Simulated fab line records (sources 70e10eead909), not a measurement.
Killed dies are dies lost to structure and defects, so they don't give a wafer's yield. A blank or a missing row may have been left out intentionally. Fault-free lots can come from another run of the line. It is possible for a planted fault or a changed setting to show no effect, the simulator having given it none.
fab line records	flow nand-harc
record: lots: 12	wafers: 34	last-day: 23
route steps=1159 shown A_CONTACT@858 END@1159
lots that met no fault: from a run of the same line without faults
start-h: the number of hours between the record's first day and the start of the first shown wafer of the lot	wait-h: how many hours have passed since the lot's step before this one	" unchanged from the row above	L1.1+2: a row that stands for several wafers	- no value present, or no start provided	* or withheld: withheld	< > ~ a bound
route shown NAME@n: NAME is a module with steps in the file, n the number in the route of the first one	usual: mean/standard deviation taken from wafers without a fault	same: alike in all rows	chamber/n: place in a boat	sites: the reading at each site	_std_site: their standard deviation	_edge_site: mean of outer sites minus mean of inner sites	radius-mm: for every site, how far away it sits from the centre of the wafer	mask NAME#n: copy n	behind: the tool/chamber that last shaped the wafer	hold: reason for holding the lot/hours on hold/outcome of the hold	device: transistor that didn't switch, given as n, p or np	end of line: the same wafers' tests at the end of the route	a step given without rows: its recipe and nothing more	killed: the dies lost at the first sort to structure and to defects; this is not the yield of the wafer	map: shows each die of a wafer: x if killed, . if not, _ if none is there
set.NAME: the setting that was run; set.NAME@STEP: the one run at that earlier step	model.NAME: the simulator's own value behind a step, which no gauge read
steps of the route over a sample of lots; a table a step, a row a wafer
services: when a tool's chamber went out of use (start-h, in hours from the record's first day, below 0 if earlier), for how many hours, and the reason
== steps ==
step: NHARC_A_CONTACT_ETCH_48
recipe: target-depth-a: 390	over-etch-frac: 0.3	time-s: 65	ion-energy-ev: 80	cf4-flow-sccm: 150	ar-flow-sccm: 0	rf-w: 300	bias-w: 100	chemistry: CF4
usual: drypump-motor-current-A: 5.81/0.28	oes-product-au: 1.001/0.0073	rf-vpp-V: 151.2/1.3	run-length-s: 86.6/0.31	showerhead-plenum-p-Torr: 1.76/0.07	throttle-valve-pct: 13.284/0.0092
lot.wafer	tool	chamber	start-h	wait-h	drypump-motor-current-A	oes-product-au	rf-hours-counter-h	rf-vpp-V	run-length-s	showerhead-plenum-p-Torr	throttle-valve-pct
L993.2	rie-diel-01	3	366.92	0.1	5.79	0.993	16	150.9	86.6	1.75	13.286
L993.3	"	2	"	"	5.68	1.007	16	150.0	86.2	1.70	13.278
L993.6	"	0	"	"	6.38	1.004	-	152.2	85.9	1.82	13.299
L992.3	rie-diel-07	2	370.88	0.1	5.84	0.990	22	150.7	86.3	1.79	13.296
L992.1	"	3	"	"	5.54	0.986	19	150.8	86.8	1.79	13.297
L992.5	"	1	"	"	5.87	0.991	-	151.4	86.7	1.68	13.282
L994.1	rie-diel-11	3	378.51	0.1	5.74	1.009	1	148.5	86.1	1.67	13.299
L994.2	"	0	"	"	5.46	1.008	1	152.0	86.6	1.84	13.280
L994.5	"	2	"	"	5.50	1.017	-	152.4	86.7	1.89	13.283
L995.3	rie-diel-07	3	382.82	0.1	5.55	0.990	22	153.8	86.4	1.79	13.275
L995.4	"	0	"	"	5.85	1.000	26	150.8	86.8	1.69	13.278
L995.5	"	3	"	"	5.55	0.985	-	152.8	86.8	1.79	13.288
L997.4	rie-diel-07	2	396.64	0.1	5.84	0.994	28	151.8	86.8	1.79	13.277
L997.1	"	3	"	"	5.57	0.997	25	150.3	86.6	1.79	13.301
L997.6	"	1	"	"	5.85	1.000	-	149.7	86.7	1.68	13.279
L103.3	rie-diel-07	0	427.65	0.1	5.85	0.999	3	151.2	72.0	1.69	13.277
L103.1	"	1	"	"	5.88	0.997	3	149.0	71.9	1.68	13.307
L105.1	rie-diel-07	3	433.67	0.1	5.56	1.003	4	150.5	72.2	1.78	13.281
L105.3	"	1	"	"	5.85	0.998	4	151.3	71.9	1.68	13.277
L108.1	rie-diel-01	3	457.50	0.1	5.79	0.997	45	150.9	86.2	1.74	13.282
L108.4	"	0	"	"	6.37	0.996	41	152.2	86.7	1.81	13.285
L108.2	"	2	"	"	5.69	0.999	43	150.0	86.3	1.69	13.293
L109.3	rie-diel-11	0	461.47	0.1	5.45	1.004	25	152.6	86.6	1.83	13.283
L109.1	"	3	"	"	5.71	0.992	31	150.6	86.2	1.66	13.270
L109.5	"	0	"	"	5.46	0.997	-	152.4	86.3	1.83	13.277
L111.2	rie-diel-11	2	474.65	0.1	5.49	1.003	36	153.7	86.6	1.88	13.278
L111.1	"	0	"	"	5.43	1.010	29	152.1	86.4	1.83	13.282
L111.3	"	1	"	"	6.39	0.994	37	152.8	86.7	1.78	13.292
L112.3	rie-diel-11	1	478.08	1.5	6.38	0.988	40	151.8	86.8	1.78	13.288
L112.1	"	2	"	"	5.50	1.004	38	152.9	86.7	1.88	13.270
L112.5	"	1	"	"	6.40	0.987	-	151.0	86.9	1.78	13.283
L115.3	rie-diel-01	0	491.69	0.1	6.38	1.010	54	151.7	86.1	1.81	13.282
L115.2	"	1	"	"	5.94	1.005	54	152.9	85.9	1.89	13.285
L115.1	"	3	"	"	5.76	0.988	57	150.0	87.1	1.73	13.257
step: NHARC_A_CONTACT_ETCH_51
recipe: target-depth-a: 36000	over-etch-frac: 0.3	time-s: 936	ion-energy-ev: 150	o2-flow-sccm: 400	cos-flow-sccm: 20	ar-flow-sccm: 0	rf-w: 500	bias-w: 300	chemistry: O2/COS
usual: drypump-motor-current-A: 5.79/0.25	oes-product-au: 0.999/0.0075	rf-vpp-V: 313.7/2	run-length-s: 957.6/0.35	showerhead-plenum-p-Torr: 3.10/0.13	throttle-valve-pct: 28.330/0.0091
same: time-s: 936
lot.wafer	tool	chamber	start-h	wait-h	drypump-motor-current-A	oes-product-au	rf-hours-counter-h	rf-vpp-V	run-length-s	showerhead-plenum-p-Torr	throttle-valve-pct
L993.3	rie-diel-01	0	-	-	6.40	1.006	12	314.6	957.5	3.22	28.327
L993.2	"	1	"	"	5.93	0.997	16	316.0	957.1	3.36	28.330
L993.6	"	2	"	"	5.72	0.993	-	313.2	956.6	3.00	28.315
L992.1	rie-diel-07	1	-	-	5.89	1.003	28	312.2	957.6	2.96	28.329
L992.3	"	0	"	"	5.85	1.002	23	311.9	957.6	2.99	28.334
L992.5	"	1	"	"	5.92	0.985	-	312.2	958.5	2.97	28.325
L994.2	rie-diel-11	1	-	-	6.42	0.991	3	312.8	958.0	3.16	28.325
L994.1	"	0	"	"	5.48	1.008	2	317.5	957.2	3.25	28.347
L994.5	"	2	"	"	5.50	1.018	-	317.3	957.6	3.34	28.319
L995.4	rie-diel-07	0	-	-	5.88	0.993	26	312.1	957.7	2.99	28.336
L995.3	"	1	"	"	5.85	0.984	31	311.3	957.7	2.96	28.333
L995.5	"	3	"	"	5.56	0.986	-	315.1	957.6	3.16	28.322
L997.4	rie-diel-07	3	-	-	5.56	0.991	25	313.9	957.9	3.15	28.332
L997.1	"	2	"	"	5.85	0.986	28	313.4	957.9	3.16	28.312
L997.6	"	3	"	"	5.56	0.991	-	313.2	957.5	3.15	28.334
L103.1	rie-diel-07	3	-	-	5.57	0.989	3	314.4	957.5	3.15	28.342
L103.3	"	1	"	"	5.87	0.987	3	311.1	957.7	2.96	28.336
L105.3	rie-diel-07	2	-	-	5.84	0.994	5	314.9	957.4	3.15	28.325
L105.1	"	3	"	"	5.56	0.999	5	314.1	957.9	3.15	28.329
L108.4	rie-diel-01	0	-	-	6.37	1.003	41	315.1	957.4	3.20	28.341
L108.2	"	1	"	"	5.92	0.993	42	316.2	957.3	3.35	28.321
L108.1	"	2	"	"	5.73	1.010	43	312.2	956.6	2.98	28.322
L109.3	rie-diel-11	1	-	-	6.42	0.990	32	314.8	958.2	3.15	28.318
L109.1	"	2	"	"	5.52	0.996	32	317.6	957.6	3.32	28.322
L109.5	"	3	"	"	5.76	1.000	-	311.1	957.3	2.93	28.327
L111.3	rie-diel-11	3	-	-	5.76	0.997	36	310.3	957.8	2.93	28.330
L111.1	"	0	"	"	5.44	1.006	30	316.6	957.0	3.24	28.335
L111.2	"	2	"	"	5.49	1.005	37	317.6	957.9	3.32	28.337
L112.1	rie-diel-11	0	-	-	5.46	1.006	33	316.5	957.0	3.23	28.341
L112.3	"	2	"	"	5.51	1.003	39	316.3	957.5	3.32	28.321
L112.5	"	3	"	"	5.74	1.000	-	309.8	957.4	2.93	28.330
L115.2	rie-diel-07	0	-	-	5.83	1.004	15	311.6	957.5	2.98	28.347
L115.3	"	1	"	"	5.87	1.004	13	311.5	958.2	2.96	28.340
L115.1	"	2	"	"	5.85	1.000	14	313.7	957.5	3.15	28.335
step: NHARC_A_CONTACT_ETCH_112
recipe: source-w: withheld	pressure-mtorr: 20	bias-v: 3000	time-s: 94	target-depth-a: 9220	ar-flow-sccm: withheld	c4f8-flow-sccm: withheld	o2-flow-sccm: withheld	chemistry: C4F8/O2/Ar
usual: run-length-s: 94/0
same: time-s: 94
lot.wafer	tool	chamber	start-h	wait-h	rf-hours-counter-h	run-length-s
L993.2	har-cap-etch-01	0	368.38	0.2	56	94
L993.3	"	1	"	"	-	94
L993.6	"	1	"	"	-	94
L992.1	har-cap-etch-02	1	372.37	0.2	9	94
L992.3	"	0	"	"	-	94
L992.5	"	1	"	"	-	94
L994.1	har-cap-etch-02	1	380.29	0.2	12	94
L994.2	"	0	"	"	12	94
L994.5	"	1	"	"	-	94
L995.4	har-cap-etch-03	1	384.23	0.1	-	94
L995.3	"	0	"	"	-	94
L995.5	"	0	"	"	-	94
L997.1	har-cap-etch-01	0	398.08	0.2	63	94
L997.4	"	0	"	"	-	94
L997.6	"	1	"	"	-	94
L103.1	har-cap-etch-03	1	429.09	0.2	91	94
L103.3	"	0	"	"	-	94
L105.1	har-cap-etch-01	0	435.04	0.2	69	94
L105.3	"	0	"	"	-	94
L108.1	har-cap-etch-03	1	458.87	0.2	96	94
L108.2	"	0	"	"	96	94
L108.4	"	1	"	"	-	94
L109.1	har-cap-etch-02	1	462.91	0.1	26	94
L109.3	"	1	"	"	-	94
L109.5	"	1	"	"	-	94
L111.1	har-cap-etch-01	1	476.18	0.2	77	94
L111.2	"	0	"	"	77	94
L111.3	"	0	"	"	-	94
L112.1	har-cap-etch-02	0	479.58	0.1	31	94
L112.3	"	1	"	"	-	94
L112.5	"	0	"	"	-	94
L115.2	har-cap-etch-02	0	493.10	0.2	33	94
L115.1	"	1	"	"	33	94
L115.3	"	0	"	"	-	94
step: NHARC_A_CONTACT_ETCH_117
recipe: source-w: withheld	pressure-mtorr: 20	bias-v: 3000	time-s: 94	target-depth-a: 9220	ar-flow-sccm: withheld	c4f8-flow-sccm: withheld	o2-flow-sccm: withheld	chemistry: C4F8/O2/Ar
usual: run-length-s: 94/0
same: time-s: 94
lot.wafer	tool	chamber	start-h	wait-h	rf-hours-counter-h	run-length-s
L993.2	har-cap-etch-01	0	368.99	0.1	56	94
L993.3	"	1	"	"	-	94
L993.6	"	1	"	"	-	94
L992.1	har-cap-etch-02	1	372.83	0.1	9	94
L992.3	"	0	"	"	-	94
L992.5	"	1	"	"	-	94
L994.1	har-cap-etch-02	1	380.90	0.1	12	94
L994.2	"	0	"	"	12	94
L994.5	"	1	"	"	-	94
L995.4	har-cap-etch-03	1	384.68	0.1	-	94
L995.3	"	0	"	"	-	94
L995.5	"	0	"	"	-	94
L997.1	har-cap-etch-01	0	398.53	0.1	63	94
L997.4	"	0	"	"	-	94
L997.6	"	1	"	"	-	94
L103.1	har-cap-etch-03	1	429.69	0.1	92	94
L103.3	"	0	"	"	-	94
L105.1	har-cap-etch-01	0	435.49	0.1	69	94
L105.3	"	0	"	"	-	94
L108.1	har-cap-etch-03	1	459.33	0.1	97	94
L108.2	"	0	"	"	97	94
L108.4	"	1	"	"	-	94
L109.1	har-cap-etch-02	1	463.37	0.1	26	94
L109.3	"	1	"	"	-	94
L109.5	"	1	"	"	-	94
L111.1	har-cap-etch-01	1	476.63	0.1	78	94
L111.2	"	0	"	"	78	94
L111.3	"	0	"	"	-	94
L112.1	har-cap-etch-02	0	480.04	0.1	31	94
L112.3	"	1	"	"	-	94
L112.5	"	0	"	"	-	94
L115.2	har-cap-etch-02	0	493.56	0.1	34	94
L115.1	"	1	"	"	34	94
L115.3	"	0	"	"	-	94
step: NHARC_END_SORT_01
recipe: temp-c: 25
usual: killed-at-array: 28/11	killed-at-other: 0.8/1.3	killed-at-periphery: 3.6/2.5	killed-dies: 32/11	killed-open: 3.0/1.8	killed-short: 2.0/1.5
same: gross-dies: 677
lot.wafer	tool	chamber	start-h	wait-h	killed-at-array	killed-at-other	killed-at-periphery	killed-dies	killed-open	killed-short
L993.2	prober-02	0	462.46	2.8	26	0	1	27	1	1
L993.3	prober-02	0	463.26	3.1	26	0	4	30	1	3
L993.6	prober-02	0	465.64	4.0	24	0	1	25	1	1
L992.1	prober-01	0	469.61	2.5	30	0	0	30	2	1
L992.3	prober-01	0	471.19	3.1	21	0	3	24	2	2
L992.5	prober-01	0	472.78	3.7	23	0	0	23	3	0
L994.1	prober-01	0	477.38	2.5	9	0	2	11	2	1
L994.2	prober-01	0	478.19	2.8	23	0	5	28	4	3
L994.5	prober-01	0	480.63	3.8	25	0	3	28	3	3
L995.3	prober-02	0	486.71	3.1	15	0	4	19	2	2
L995.4	prober-02	0	487.51	3.4	15	0	5	20	4	1
L995.5	prober-02	0	488.30	3.7	11	0	4	15	2	1
L997.1	prober-02	0	492.89	2.5	13	0	8	21	4	5
L997.4	prober-02	0	495.30	3.4	18	1	3	22	3	7
L997.6	prober-02	0	496.90	4.0	11	1	2	14	0	2
L103.1	prober-01	0	508.69	2.5	38	1	5	44	2	6
L103.3	prober-01	0	510.29	3.1	24	1	5	30	6	0
L105.1	prober-02	0	516.33	2.5	37	0	1	38	2	3
L105.3	prober-02	0	517.95	3.1	26	0	1	27	2	0
L108.1	prober-01	0	531.18	2.5	35	0	2	37	4	4
L108.2	prober-01	0	531.99	2.8	31	0	5	36	6	0
L108.4	prober-01	0	533.61	3.4	25	0	1	26	3	4
L109.1	prober-02	0	531.97	2.5	42	3	3	48	1	1
L109.3	prober-02	0	533.56	3.1	30	1	5	36	3	0
L109.5	prober-02	0	535.15	3.7	52	1	4	57	8	2
L111.1	prober-02	0	547.74	2.5	46	2	6	54	4	5
L111.2	prober-02	0	548.55	2.8	38	4	7	49	2	4
L111.3	prober-02	0	549.35	3.1	44	4	6	54	5	1
L112.1	prober-01	0	547.87	2.5	41	2	3	46	2	2
L112.3	prober-01	0	549.47	3.1	33	1	1	35	1	2
L112.5	prober-01	0	551.07	3.7	36	2	1	39	0	2
L115.1	prober-02	0	556.21	2.5	22	0	3	25	4	3
L115.2	prober-02	0	557.01	2.8	33	0	4	37	4	4
L115.3	prober-02	0	557.81	3.1	28	0	2	30	2	4
killed by level:class
L993.2 A_SLIT:chamber-film-flake=12 A_STAIRCASE:chamber-film-flake=4 A_CHANNEL_HOLE_D1:chamber-film-flake=3 A_WL_FILL:chamber-film-flake=2 A_CONTACT:chamber-film-flake=2 A_CHANNEL_HOLE_D1:geometric-particle:open=1 A_SGD_CUT:geometric-particle:short=1 P_STI:chamber-film-flake=1
L993.3 A_STAIRCASE:chamber-film-flake=8 A_SLIT:chamber-film-flake=8 A_CONTACT:chamber-film-flake=3 A_ONON_D1:geometric-particle:short=2 P_ZERO_WELL:chamber-film-flake=2 A_CHANNEL_HOLE_D1:chamber-film-flake=2 P_M0:geometric-particle:short=1 A_CONTACT:geometric-particle:open=1
L993.6 A_SLIT:chamber-film-flake=14 A_STAIRCASE:chamber-film-flake=6 A_ONON_D1:geometric-particle:short=1 A_SGD_CUT:geometric-particle:open=1 P_M2:chamber-film-flake=1 A_CHANNEL_FILL_D1:chamber-film-flake=1 A_CONTACT:chamber-film-flake=1
L992.1 A_SLIT:chamber-film-flake=16 A_CHANNEL_HOLE_D1:chamber-film-flake=4 A_CHANNEL_FILL_D1:chamber-film-flake=3 A_STAIRCASE:chamber-film-flake=3 A_WL_FILL:geometric-particle:short=1 A_WL_FILL:geometric-particle:open=1 A_BLC:geometric-particle:open=1 A_CONTACT:chamber-film-flake=1
L992.3 A_SLIT:chamber-film-flake=10 A_CONTACT:chamber-film-flake=3 A_CHANNEL_HOLE_D1:chamber-film-flake=2 A_STAIRCASE:chamber-film-flake=2 P_CONTACT:geometric-particle:short=1 P_M1:geometric-particle:open=1 A_SOURCE_PLATE:geometric-particle:short=1 A_WL_FILL:geometric-particle:open=1
L992.5 A_SLIT:chamber-film-flake=9 A_CHANNEL_HOLE_D1:chamber-film-flake=4 A_STAIRCASE:chamber-film-flake=4 A_CONTACT:geometric-particle:open=2 A_CONTACT:chamber-film-flake=2 A_BLC:geometric-particle:open=1 A_CHANNEL_FILL_D1:chamber-film-flake=1
L994.1 A_CHANNEL_HOLE_D1:chamber-film-flake=5 A_SLIT:chamber-film-flake=3 P_M0:geometric-particle:open=1 P_M0:geometric-particle:short=1 A_WL_FILL:geometric-particle:open=1
L994.2 A_CHANNEL_HOLE_D1:chamber-film-flake=13 P_CONTACT:geometric-particle:open=3 A_WL_FILL:geometric-particle:short=2 A_CONTACT:chamber-film-flake=2 A_ONON_D1:geometric-particle:short=1 A_CHANNEL_FILL_D1:geometric-particle:open=1 P_ZERO_WELL:chamber-film-flake=1 P_M1:chamber-film-flake=1
L994.5 A_CHANNEL_HOLE_D1:chamber-film-flake=13 A_STAIRCASE:chamber-film-flake=4 A_WL_FILL:geometric-particle:short=2 P_M0:geometric-particle:short=1 A_CHANNEL_FILL_D1:geometric-particle:open=1 A_CONTACT:geometric-particle:open=1 A_M0:geometric-particle:open=1 P_STI:chamber-film-flake=1
L995.3 A_CONTACT:chamber-film-flake=5 A_STAIRCASE:chamber-film-flake=3 A_M0:geometric-particle:open=2 P_ZERO_WELL:chamber-film-flake=2 A_CHANNEL_HOLE_D1:chamber-film-flake=2 A_ONON_D1:geometric-particle:short=1 A_CHANNEL_FILL_D1:geometric-particle:short=1 P_STI:chamber-film-flake=1
L995.4 A_STAIRCASE:chamber-film-flake=5 A_CHANNEL_HOLE_D1:chamber-film-flake=2 A_CONTACT:chamber-film-flake=2 P_M0:geometric-particle:open=1 A_SOURCE_PLATE:geometric-particle:open=1 A_BLC:geometric-particle:open=1 A_M0:geometric-particle:open=1 A_M0:geometric-particle:short=1
L995.5 A_STAIRCASE:chamber-film-flake=4 A_CHANNEL_HOLE_D1:chamber-film-flake=3 P_STI:chamber-film-flake=2 P_M0:geometric-particle:open=1 A_SOURCE_PLATE:geometric-particle:open=1 A_SOURCE_PLATE:geometric-particle:short=1 P_M1:chamber-film-flake=1 A_SLIT:chamber-film-flake=1
L997.1 A_STAIRCASE:chamber-film-flake=3 P_CONTACT:geometric-particle:short=2 P_M0:geometric-particle:open=2 A_CHANNEL_FILL_D1:geometric-particle:short=2 A_ZERO_WELL:chamber-film-flake=2 A_CHANNEL_HOLE_D1:chamber-film-flake=2 A_CONTACT:chamber-film-flake=2 P_M1:geometric-particle:short=1
L997.4 A_STAIRCASE:chamber-film-flake=5 A_WL_FILL:geometric-particle:short=3 A_CHANNEL_HOLE_D1:chamber-film-flake=2 A_CONTACT:chamber-film-flake=2 P_STI:geometric-particle:short=1 P_M1:geometric-particle:open=1 A_ONON_D1:geometric-particle:short=1 A_CHANNEL_FILL_D1:geometric-particle:short=1
L997.6 A_CHANNEL_HOLE_D1:chamber-film-flake=4 P_ZERO_WELL:chamber-film-flake=2 A_STAIRCASE:chamber-film-flake=2 A_ONON_D1:geometric-particle:short=1 A_CHANNEL_FILL_D1:geometric-particle:short=1 A_ZERO_WELL:chamber-film-flake=1 A_SLIT:chamber-film-flake=1 A_CONTACT:chamber-film-flake=1
L103.1 A_CHANNEL_HOLE_D1:chamber-film-flake=20 P_M0:chamber-film-flake=4 A_STAIRCASE:chamber-film-flake=3 A_CONTACT:chamber-film-flake=3 A_ONON_D1:geometric-particle:short=2 A_CHANNEL_FILL_D1:geometric-particle:short=2 A_ZERO_WELL:chamber-film-flake=2 A_SGD_CUT:geometric-particle:short=1
L103.3 A_CHANNEL_HOLE_D1:chamber-film-flake=8 A_STAIRCASE:chamber-film-flake=6 P_BONDPAD:chamber-film-flake=2 A_ZERO_WELL:chamber-film-flake=2 A_WL_FILL:chamber-film-flake=2 A_CONTACT:chamber-film-flake=2 P_GATE:geometric-particle:open=1 P_M0:geometric-particle:open=1
L105.1 A_SLIT:chamber-film-flake=14 A_STAIRCASE:chamber-film-flake=8 A_CHANNEL_HOLE_D1:chamber-film-flake=5 A_CONTACT:chamber-film-flake=4 A_WL_FILL:geometric-particle:short=2 P_M1:geometric-particle:short=1 A_CHANNEL_FILL_D1:geometric-particle:open=1 A_CONTACT:geometric-particle:open=1
L105.3 A_SLIT:chamber-film-flake=16 A_CHANNEL_HOLE_D1:chamber-film-flake=3 A_CONTACT:chamber-film-flake=3 A_STAIRCASE:chamber-film-flake=2 A_ONON_D1:geometric-particle:open=1 A_CONTACT:geometric-particle:open=1 P_BONDPAD:chamber-film-flake=1
L108.1 A_CHANNEL_HOLE_D1:chamber-film-flake=20 A_STAIRCASE:chamber-film-flake=3 A_CONTACT:geometric-particle:short=2 A_CONTACT:chamber-film-flake=2 A_M1:chamber-film-flake=2 P_GATE:geometric-particle:short=1 P_GATE:geometric-particle:open=1 A_SOURCE_PLATE:geometric-particle:open=1
L109.1 A_SLIT:chamber-film-flake=24 A_CHANNEL_HOLE_D1:chamber-film-flake=11 A_CONTACT:chamber-film-flake=5 P_M2:chamber-film-flake=3 THIN_TSV:chamber-film-flake=3 A_SGD_CUT:geometric-particle:open=1 A_CONTACT:geometric-particle:short=1
L108.2 A_CHANNEL_HOLE_D1:chamber-film-flake=12 A_STAIRCASE:chamber-film-flake=5 A_CONTACT:chamber-film-flake=5 A_WL_FILL:geometric-particle:open=4 P_GATE:chamber-film-flake=2 P_M1:chamber-film-flake=2 A_WL_FILL:chamber-film-flake=2 A_ONON_D1:geometric-particle:open=1
L109.3 A_SLIT:chamber-film-flake=12 A_CHANNEL_HOLE_D1:chamber-film-flake=11 A_CONTACT:chamber-film-flake=4 P_M2:chamber-film-flake=3 P_M0:geometric-particle:open=1 A_WL_FILL:geometric-particle:open=1 A_CONTACT:geometric-particle:open=1 P_GATE:chamber-film-flake=1
L108.4 A_CHANNEL_HOLE_D1:chamber-film-flake=12 A_WL_FILL:geometric-particle:short=2 A_STAIRCASE:chamber-film-flake=2 A_WL_FILL:chamber-film-flake=2 A_CONTACT:chamber-film-flake=2 A_SOURCE_PLATE:geometric-particle:open=1 A_CHANNEL_FILL_D1:geometric-particle:short=1 A_SGD_CUT:geometric-particle:open=1
L109.5 A_CHANNEL_HOLE_D1:chamber-film-flake=26 A_SLIT:chamber-film-flake=13 A_STAIRCASE:chamber-film-flake=4 A_CONTACT:geometric-particle:open=2 A_M1:geometric-particle:open=2 A_CONTACT:chamber-film-flake=2 P_CONTACT:geometric-particle:open=1 P_M0:geometric-particle:open=1
L111.1 A_CHANNEL_HOLE_D1:chamber-film-flake=19 A_SLIT:chamber-film-flake=14 P_GATE:chamber-film-flake=3 A_CONTACT:chamber-film-flake=3 P_CONTACT:geometric-particle:short=2 A_CONTACT:geometric-particle:open=2 A_M0:geometric-particle:short=2 A_ZERO_WELL:chamber-film-flake=2
L112.1 A_SLIT:chamber-film-flake=25 A_CHANNEL_HOLE_D1:chamber-film-flake=7 A_STAIRCASE:chamber-film-flake=3 A_CONTACT:chamber-film-flake=3 P_GATE:chamber-film-flake=2 THIN_TSV:chamber-film-flake=2 P_M2:geometric-particle:open=1 A_SGD_CUT:geometric-particle:short=1
L111.2 A_SLIT:chamber-film-flake=17 A_CHANNEL_HOLE_D1:chamber-film-flake=11 THIN_TSV:chamber-film-flake=4 P_GATE:chamber-film-flake=3 P_M2:chamber-film-flake=3 A_STAIRCASE:chamber-film-flake=3 A_CHANNEL_FILL_D1:geometric-particle:short=2 P_M0:geometric-particle:open=1
L111.3 A_SLIT:chamber-film-flake=20 A_CHANNEL_HOLE_D1:chamber-film-flake=13 P_GATE:chamber-film-flake=4 THIN_TSV:chamber-film-flake=4 A_WL_FILL:chamber-film-flake=3 A_CONTACT:geometric-particle:open=2 A_STAIRCASE:chamber-film-flake=2 A_CONTACT:chamber-film-flake=2
L112.3 A_SLIT:chamber-film-flake=20 A_CHANNEL_HOLE_D1:chamber-film-flake=8 A_CHANNEL_FILL_D1:geometric-particle:short=1 A_WL_FILL:geometric-particle:short=1 A_M0:geometric-particle:open=1 P_GATE:chamber-film-flake=1 A_STAIRCASE:chamber-film-flake=1 A_CONTACT:chamber-film-flake=1
L112.5 A_SLIT:chamber-film-flake=16 A_CHANNEL_HOLE_D1:chamber-film-flake=11 A_CONTACT:chamber-film-flake=5 THIN_TSV:chamber-film-flake=2 A_WL_FILL:geometric-particle:short=1 A_M0:geometric-particle:short=1 P_GATE:chamber-film-flake=1 A_STAIRCASE:chamber-film-flake=1
L115.1 A_CHANNEL_HOLE_D1:chamber-film-flake=14 P_M0:geometric-particle:open=1 P_M1:geometric-particle:open=1 A_ONON_D1:geometric-particle:open=1 A_ONON_D1:geometric-particle:short=1 A_CHANNEL_FILL_D1:geometric-particle:short=1 A_CONTACT:geometric-particle:short=1 A_BLC:geometric-particle:open=1
L115.2 A_CHANNEL_HOLE_D1:chamber-film-flake=21 A_CONTACT:chamber-film-flake=4 A_STAIRCASE:chamber-film-flake=3 P_M0:geometric-particle:open=2 A_WL_FILL:geometric-particle:short=2 P_GATE:geometric-particle:open=1 P_M2:geometric-particle:short=1 A_ONON_D1:geometric-particle:short=1
L115.3 A_CHANNEL_HOLE_D1:chamber-film-flake=15 A_STAIRCASE:chamber-film-flake=4 A_CONTACT:chamber-film-flake=3 A_WL_FILL:geometric-particle:short=2 P_M2:geometric-particle:short=1 A_CHANNEL_HOLE_D1:geometric-particle:short=1 A_CONTACT:geometric-particle:open=1 A_BLC:geometric-particle:open=1
== services ==
tool	chamber	start-h	hours	kind
rie-diel-07	0	359.73	-	clean
rie-diel-07	1	359.73	-	clean
rie-diel-07	2	359.73	-	clean
rie-diel-07	3	359.73	-	clean
rie-diel-07	2	365.86	2.6	repair
rie-diel-11	-	366.50	9.0	pm
rie-diel-07	0	384.24	-	clean
rie-diel-07	1	384.24	-	clean
rie-diel-07	2	384.24	-	clean
rie-diel-07	3	384.24	-	clean
rie-diel-11	0	386.54	1.2	repair
rie-diel-01	-	405.05	9.7	repair
rie-diel-07	-	405.20	9.0	pm
rie-diel-07	0	405.20	9.0	vent-cycle
rie-diel-07	1	405.20	9.0	vent-cycle
rie-diel-07	2	405.20	9.0	vent-cycle
rie-diel-07	3	405.20	9.0	vent-cycle
rie-diel-07	0	414.20	-	clean
rie-diel-07	1	414.20	-	clean
rie-diel-07	2	414.20	-	clean
rie-diel-11	0	424.89	9.5	repair
rie-diel-01	1	438.10	3.6	repair
rie-diel-07	1	456.38	4.5	repair
rie-diel-01	-	491.99	9.0	pm
== key ==
first-sign: step: NHARC_A_CONTACT_ETCH_48	reading: run-length-s	direction: down	sigmas: 48	usual: *	struck: *
effect none on later readings
met-at NHARC_A_CONTACT_ETCH_48
struck-lots L103,L105
struck-wafers L103.1,L103.3,L105.1,L105.3
tester-left-out L103,L105
not-acting-at NHARC_A_CONTACT_ETCH_51,NHARC_A_CONTACT_ETCH_112,NHARC_A_CONTACT_ETCH_117
onset-between 396.64 427.65
fault: kind: process-parameter-drift	tool: rie-diel-07	chamber: -	onset-h: 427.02	steps: NHARC_A_CONTACT_ETCH_48	channel: time-s	offset: *	shape: step	end-h: 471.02	scope: struck-wafers-only	acts-in: *	stated: *
tester-left-out: of these lots the tester's yield and bins aren't shown, on N5 and GAA mostly nor the transistor test; their killed dies are dies lost to structure and defects alone, not to doping, threshold or leakage, so they don't give the yield
